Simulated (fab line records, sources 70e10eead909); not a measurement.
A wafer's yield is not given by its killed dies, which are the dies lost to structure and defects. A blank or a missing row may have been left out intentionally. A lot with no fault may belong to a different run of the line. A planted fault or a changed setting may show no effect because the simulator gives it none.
2 desks looking at one fault :: flow nand harc :: numbers are kept per desk, each desk with only its own; the story behind them comes last

AT THE TOOL OWNER'S DESK: rie diel-13
The tool's own readings at NHARC_A_CONTACT_ETCH_96 (etches the open film in C4F6/O2, target depth 20 nm, time 10 s): means of the sampled wafers that have a number, for each lot that ran on this tool. Marked OUT: a lot whose mean sits more than 4 standard deviations from the usual mean, which makes it out of limits; the brackets give that distance.
Columns: A = drypump motor current A at NHARC_A_CONTACT_ETCH_96, usual 5.6 A; B = oes product au at NHARC_A_CONTACT_ETCH_96, usual 0.98 a.u.; C = rf fwd power W at NHARC_A_CONTACT_ETCH_96, usual 587.2 W; D = rf vpp V at NHARC_A_CONTACT_ETCH_96, usual 547.9 V; E = run length s at NHARC_A_CONTACT_ETCH_96, usual 31.1 s; F = showerhead plenum p Torr at NHARC_A_CONTACT_ETCH_96, usual 3.97 Torr; G = throttle valve pct at NHARC_A_CONTACT_ETCH_96, usual 26.902 %
lot: L663
first seen here: day 22 11:50
A: 5.7
B: 1.00
C: 586.2
D: 548.7
E: 31.1
F: 4.00
G: 26.895

lot: L665
first seen here: day 23 04:53
A: 5.6
B: 1.02
C: 584.4
D: 547.6
E: 28.7 (-6.7) OUT
F: 3.94
G: 26.891

lot: L666
first seen here: day 23 19:34
A: 6.0
B: 0.96
C: 589.3
D: 548.0
E: 29.9
F: 3.99
G: 26.900
Finding of this desk: L665 out of limits; the first was L665 at day 23 04:53, on run length s at NHARC_A_CONTACT_ETCH_96. In limits: L663, L666.

METROLOGY DESK
What the gauges read for every lot (on any tool): the sampled wafers with a number, averaged. Marked OUT: a lot whose mean sits more than 4 standard deviations from the usual mean, which makes it out of limits; the brackets give that distance.
Columns: A = cd nm at NHARC_A_CONTACT_CD_MEAS_53, usual 289.5 nm
lot: L663
first seen here: day 22 11:55
A: 289.5

lot: L665
first seen here: day 23 04:58
A: 289.4

lot: L666
first seen here: day 23 19:39
A: 288.1

lot: L682
first seen here: day 29 23:29
A: 288.7

lot: L681
first seen here: day 30 03:12
A: 289.7

lot: L683
first seen here: day 31 10:10
A: 287.1
This desk found nothing out of limits on any of the 6 lots.

BROUGHT TOGETHER
The tool owner's desk had the chance to raise an alarm at day 23 04:53 on L665.
The metrology desk saw nothing out of limits.
The metrology desk holds a record of L665, inside its limits.
Every lot named ran NHARC_A_CONTACT_ETCH_96 on rie diel-13.

WHAT THE SIMULATOR PUT IN
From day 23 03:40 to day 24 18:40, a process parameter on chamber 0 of rie diel-13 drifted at NHARC_A_CONTACT_ETCH_96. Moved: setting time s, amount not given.
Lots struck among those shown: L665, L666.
Delay in hours, fault start to first out-of-limits reading, by desk: the tool owner's desk at 1.
